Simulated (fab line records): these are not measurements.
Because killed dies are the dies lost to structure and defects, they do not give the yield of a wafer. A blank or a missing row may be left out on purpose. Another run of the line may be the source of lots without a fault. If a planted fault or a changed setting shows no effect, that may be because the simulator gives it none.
Lot-split experiment || flow n5Finfet || 7 lots, 21 wafers read, on a route of 1938 steps

== THE SPLIT ==
At N5_BEOL_M5_COAT_71 (time 60 s, resist thk 5 nm), the setting spinRpm was moved away from the recipe's 1500 rpm on 7 of the 21 wafers read, by -7.2% to +4.9%. All remaining wafers had this setting at the recipe value.

== FROM THE SPLIT TO THE READING: what the file shows between them, 7 steps ==
- N5_BEOL_M5_COAT_05: resist thk 30 nm (also split here: spinRpm)
- N5_BEOL_M5_EBR_07
- N5_BEOL_M5_SOFTBAKE_06: time 60 s
- N5_BEOL_M5_EXPOSE_08: exposes mask M5, target cd 28 nm
- N5_BEOL_M5_PEB_09: peb time 60 s
- N5_BEOL_M5_DEVELOP_10: develop time 30 s
- N5_BEOL_M5_DESCUM_16: chemistry O2, time 7 s

== THE READING ==
etch.depthNm (the simulator's own value, which no gauge read), in nm, at N5_BEOL_M5_ETCH_72 (etches underlayer in N2/H2, target depth 6.5 nm, time 5.2 s). The file does not state a usual value for it. Across the 14 wafers here that went through the recipe, the average is 4.992 nm and the standard deviation 0.017 nm.

{"wafer": "L081.3", "tool, chamber at the split": "lithoTrack-04, 0", "spinRpm as run, rpm": 1500, "against the recipe": "recipe", "etch.depthNm, nm": 4.974, "against lot-mates on the recipe": "-"}
{"wafer": "L081.4", "tool, chamber at the split": "lithoTrack-04, 0", "spinRpm as run, rpm": 1424, "against the recipe": "-5.1%", "etch.depthNm, nm": 5.116, "against lot-mates on the recipe": "+0.142"}
{"wafer": "L081.6", "tool, chamber at the split": "lithoTrack-04, 0", "spinRpm as run, rpm": 1424, "against the recipe": "-5.1%", "etch.depthNm, nm": 5.132, "against lot-mates on the recipe": "+0.158"}
{"wafer": "L083.2", "tool, chamber at the split": "lithoTrack-02, 0", "spinRpm as run, rpm": 1573, "against the recipe": "+4.9%", "etch.depthNm, nm": 4.894, "against lot-mates on the recipe": -0.108}
{"wafer": "L083.4", "tool, chamber at the split": "lithoTrack-02, 0", "spinRpm as run, rpm": 1500, "against the recipe": "recipe", "etch.depthNm, nm": 4.999, "against lot-mates on the recipe": "-"}
{"wafer": "L083.6", "tool, chamber at the split": "lithoTrack-02, 0", "spinRpm as run, rpm": 1500, "against the recipe": "recipe", "etch.depthNm, nm": 5.006, "against lot-mates on the recipe": "-"}
{"wafer": "L087.2", "tool, chamber at the split": "lithoTrack-02, 0", "spinRpm as run, rpm": 1500, "against the recipe": "recipe", "etch.depthNm, nm": 4.981, "against lot-mates on the recipe": "-"}
{"wafer": "L087.5", "tool, chamber at the split": "lithoTrack-02, 0", "spinRpm as run, rpm": 1500, "against the recipe": "recipe", "etch.depthNm, nm": 4.964, "against lot-mates on the recipe": "-"}
{"wafer": "L087.6", "tool, chamber at the split": "lithoTrack-02, 0", "spinRpm as run, rpm": 1500, "against the recipe": "recipe", "etch.depthNm, nm": 4.968, "against lot-mates on the recipe": "-"}
{"wafer": "L088.1", "tool, chamber at the split": "lithoTrack-01, 0", "spinRpm as run, rpm": 1500, "against the recipe": "recipe", "etch.depthNm, nm": 4.999, "against lot-mates on the recipe": "-"}
{"wafer": "L088.3", "tool, chamber at the split": "lithoTrack-01, 0", "spinRpm as run, rpm": 1500, "against the recipe": "recipe", "etch.depthNm, nm": 5.011, "against lot-mates on the recipe": "-"}
{"wafer": "L088.5", "tool, chamber at the split": "lithoTrack-01, 0", "spinRpm as run, rpm": 1500, "against the recipe": "recipe", "etch.depthNm, nm": 5.012, "against lot-mates on the recipe": "-"}
{"wafer": "L097.3", "tool, chamber at the split": "lithoTrack-01, 0", "spinRpm as run, rpm": 1440, "against the recipe": "-4.0%", "etch.depthNm, nm": 5.111, "against lot-mates on the recipe": "+0.103"}
{"wafer": "L097.5", "tool, chamber at the split": "lithoTrack-01, 0", "spinRpm as run, rpm": 1500, "against the recipe": "recipe", "etch.depthNm, nm": 5.008, "against lot-mates on the recipe": "-"}
{"wafer": "L097.6", "tool, chamber at the split": "lithoTrack-01, 0", "spinRpm as run, rpm": 1440, "against the recipe": "-4.0%", "etch.depthNm, nm": 5.103, "against lot-mates on the recipe": "+0.095"}
{"wafer": "L095.2", "tool, chamber at the split": "lithoTrack-02, 0", "spinRpm as run, rpm": 1392, "against the recipe": "-7.2%", "etch.depthNm, nm": 5.205, "against lot-mates on the recipe": "+0.187"}
{"wafer": "L095.3", "tool, chamber at the split": "lithoTrack-02, 0", "spinRpm as run, rpm": 1500, "against the recipe": "recipe", "etch.depthNm, nm": 5.018, "against lot-mates on the recipe": "-"}
{"wafer": "L095.4", "tool, chamber at the split": "lithoTrack-02, 0", "spinRpm as run, rpm": 1392, "against the recipe": "-7.2%", "etch.depthNm, nm": 5.209, "against lot-mates on the recipe": "+0.191"}
{"wafer": "L089.1", "tool, chamber at the split": "lithoTrack-04, 0", "spinRpm as run, rpm": 1500, "against the recipe": "recipe", "etch.depthNm, nm": 4.98, "against lot-mates on the recipe": "-"}
{"wafer": "L089.2", "tool, chamber at the split": "lithoTrack-04, 0", "spinRpm as run, rpm": 1500, "against the recipe": "recipe", "etch.depthNm, nm": 4.979, "against lot-mates on the recipe": "-"}
{"wafer": "L089.5", "tool, chamber at the split": "lithoTrack-04, 0", "spinRpm as run, rpm": 1500, "against the recipe": "recipe", "etch.depthNm, nm": 4.988, "against lot-mates on the recipe": "-"}

THE FIT
A straight line over all 21 wafers: etch.depthNm changes by -0.0272 nm for each +1% of spinRpm; r = -0.98; the points scatter about the line by 0.018 nm.
The same after taking each lot's own level away (the mean of its wafers on the recipe; 21 wafers): -0.0261 nm for each +1%; r = -0.99; scatter 0.0087 nm.
That fit puts the effect of the largest move of spinRpm on the reading at 0.19 nm.
Across the lots, their own levels run from 4.9710 to 5.0180 nm, a range of 2.7 times the standard deviation given above.
So the lot-to-lot level changes the slope little: the two slopes agree.
Check: with one of the wafers moved furthest among these (-7.2%) left out of the fit, the line predicts +0.191 nm for it against its lot-mates. Against them it came out at +0.187 nm.

== FURTHER SPLITS ON THESE WAFERS ==
Before the reading, these wafers also passed through other splits. Each is held against what the fit with the lots' levels taken away leaves over:
{"other split on the same wafers": "N5_BEOL_M4_DESCUM_16 timeS", "wafers away from the commonest value": 6, "r with etch.depthNm (lot level and that fit taken away)": "+0.09"}
{"other split on the same wafers": "N5_BEOL_M4_COAT_68 spinRpm", "wafers away from the commonest value": 5, "r with etch.depthNm (lot level and that fit taken away)": "+0.13"}
{"other split on the same wafers": "N5_BEOL_M5_COAT_05 spinRpm", "wafers away from the commonest value": 4, "r with etch.depthNm (lot level and that fit taken away)": -0.08}

== THE WHOLE CHAIN: every reading that the file lists as answering this split, in the file's order ==
{"step": "N5_BEOL_M5_ETCH_72", "what it does": "etches underlayer in N2/H2, target depth 6.5 nm, time 5.2 s", "reading": "etchRfOnTimeS", "change (the file's fit)": "withheld for each +1% of the setting", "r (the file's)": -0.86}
{"step": "N5_BEOL_M5_ETCH_72", "what it does": "etches underlayer in N2/H2, target depth 6.5 nm, time 5.2 s", "reading": "etch.depthNm (the simulator's own value, which no gauge read)", "change (the file's fit)": "-0.026 nm for each +1% of the setting", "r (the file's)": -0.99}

== FILE'S OWN FIT ==
etch.depthNm changes by -0.026 nm for each +1% of spinRpm, r = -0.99.
